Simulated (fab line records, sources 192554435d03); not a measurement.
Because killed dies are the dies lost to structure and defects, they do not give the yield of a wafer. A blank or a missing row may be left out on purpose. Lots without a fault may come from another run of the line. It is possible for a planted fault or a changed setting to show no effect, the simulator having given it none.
A struck lot beside a sound one || flow n5-finfet || 38 out of 1938 route steps
Sound: these wafers, L925.2, L925.3, L925.5. Wafers L914.4, L914.5, L914.6 were the ones struck. The cause comes at the end.
Per side, at each step with rows, come the tool, then ch with its chambers, and then its first start. Under that, the readings that differ: sound wafers || struck wafers || difference of the means || sigmas: that difference in standard deviations of wafers without a fault.
alike: a reading whose means differ by less than 2 such deviations, as well as words and numbers matching on both sides. not compared: withheld readings; readings where some wafer has no value; bounds like >300 that might hide an equal value; numbers whose values overlap and for which the record gives no deviation.
Wherever a step has rows on one side only, a row that says differs or no value, or a row with sigmas, the two part there. Numbers that don't overlap but have no deviation are shown without sigmas and don't part them. Lack of a reading on every wafer of one side parts them only where that side has two or more wafers.

first, 9 steps without rows for these wafers: N5_HKMG_FIN_EXPOSE_09 (exposes mask NWFM); N5_HKMG_FIN_PEB_10 (peb time 60 s); N5_HKMG_FIN_DEVELOP_11 (develop time 30 s); N5_HKMG_FIN_DESCUM_17 (chemistry O2, time 7.9 s); N5_HKMG_FIN_ETCH_31 (etches SiARC in CF4, target depth 45.5 nm, time 75.8 s); N5_HKMG_FIN_ETCH_32 (etches SOC in N2/H2, target depth 240 nm, time 300 s); N5_HKMG_FIN_STRIP_33 (strips in N2/H2); N5_HKMG_FIN_STRIP_34 (strips in CF4); N5_HKMG_FIN_ETCH_35 (etches SOC in N2/H2, target depth 215.8 nm, time 243.4 s).
N5_HKMG_FIN_STRIP_92: strips SOC in N2/H2, time 20 s.
  sound on rie-diel-02 ch 1,3, day 10 00:04; struck on rie-diel-02 ch 0,1,3, day 6 23:15
{"reading": "rf-vpp-V (V)", "sound": "55.6 53.9 55.9", "struck": "52.4 53.4 54.0", "difference": -1.9, "sigmas": -2}
  alike: drypump-motor-current-A, oes-product-au, power-w, showerhead-plenum-p-Torr, temp-c, throttle-valve-pct
  not compared: rf-hours-counter-h
then, 27 steps without rows for these wafers: N5_HKMG_FIN_WET_ETCH_18 (etches TiN in SC1, time 55 s, target depth 5.2 nm, rinse time 30 s); N5_HKMG_FIN_STRIP_19 (strips in N2/H2, time 360 s); N5_HKMG_FIN_ALD_91 (deposits TiN, target thk 1 nm, pulse time 1 s, purge time 3 s); N5_HKMG_FIN_COAT_85 (time 60 s, resist thk 300 nm); N5_HKMG_FIN_ETCH_86 (etches SOC in N2/H2, stops on TiN, target depth 393.2 nm); N5_HKMG_FIN_STRIP_89 (strips SOC in N2/H2, time 20 s); N5_HKMG_FIN_WET_ETCH_87 (etches TiN in SC1, time 154.2 s, target depth 4.7 nm, rinse time 30 s); N5_HKMG_FIN_STRIP_88 (strips in N2/H2, time 360 s); N5_HKMG_FIN_NWFM_ALD_20 (deposits TiAlC, target thk 2 nm, pulse time 3 s, purge time 2 s); N5_HKMG_FIN_ALD_71 (deposits TiN, target thk 1 nm, pulse time 1 s, purge time 3 s); N5_HKMG_FIN_COAT_66 (time 60 s, resist thk 300 nm); N5_HKMG_FIN_ETCH_67 (etches SOC in N2/H2, stops on TiN, target depth 388.9 nm); N5_HKMG_FIN_STRIP_90 (strips SOC in N2/H2, time 20 s); N5_HKMG_FIN_WET_ETCH_73 (etches the open film in SC1, time 42.3 s, target depth 1.3 nm, rinse time 30 s); N5_HKMG_FIN_ETCHBACK_68 (etches the open film in Cl2/Ar, stops on HfO2, target depth 0.5 nm); N5_HKMG_FIN_STRIP_69 (strips in N2/H2, time 360 s); N5_HKMG_FIN_ALD_21 (deposits TiN, target thk 1.5 nm, pulse time 1 s, purge time 3 s); N5_HKMG_FIN_ALD_72 (deposits W, target thk 2 nm, pulse time 1 s, purge time 2 s); N5_HKMG_FIN_W_FILL_22 (material W, target thk 60 nm, time 18.2 s); N5_HKMG_FIN_PRECLEAN_83 (cleans in DIW, time 57.5 s); N5_HKMG_FIN_SRD_84 (dry time 32 s); N5_HKMG_FIN_CMP_23 (polishes, stops on SiNx, t overpolish 10 s, target thk 46.326 nm); N5_HKMG_FIN_CMP_94 (polishes, stops on SiNx, t overpolish 4.7 s, target thk 43.299 nm); N5_GATE_CUT_ETCHBACK_00 (etches W in SF6/Cl2); N5_GATE_CUT_ETCH_56 (etches TiN in Cl2/Ar, target depth 21.6 nm); N5_GATE_CUT_ETCHBACK_30 (etches TiN in Cl2/Ar, target depth 3 nm); N5_GATE_CUT_VAPOR_ETCH_60 (etches HfO2 in BCl3/Cl2).
-- here the record skips 8 days between the struck wafers' starts before and after, leaving off in module GATE_CUT and picking up in module PASSIVATION (first step shown: number 1936 of the route) --
N5_PASSIVATION_PROBE_49:
  only the struck wafers here have rows in the record (prober-02, day 15 06:05); the sound ones have none

WHERE THEY PART
Earliest at N5_HKMG_FIN_STRIP_92; latest, in this record, at N5_PASSIVATION_PROBE_49.

WHY: what had been put in by the simulator
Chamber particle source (rie-diel-02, N5_HKMG_FIN_STRIP_92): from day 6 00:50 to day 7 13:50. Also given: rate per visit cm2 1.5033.
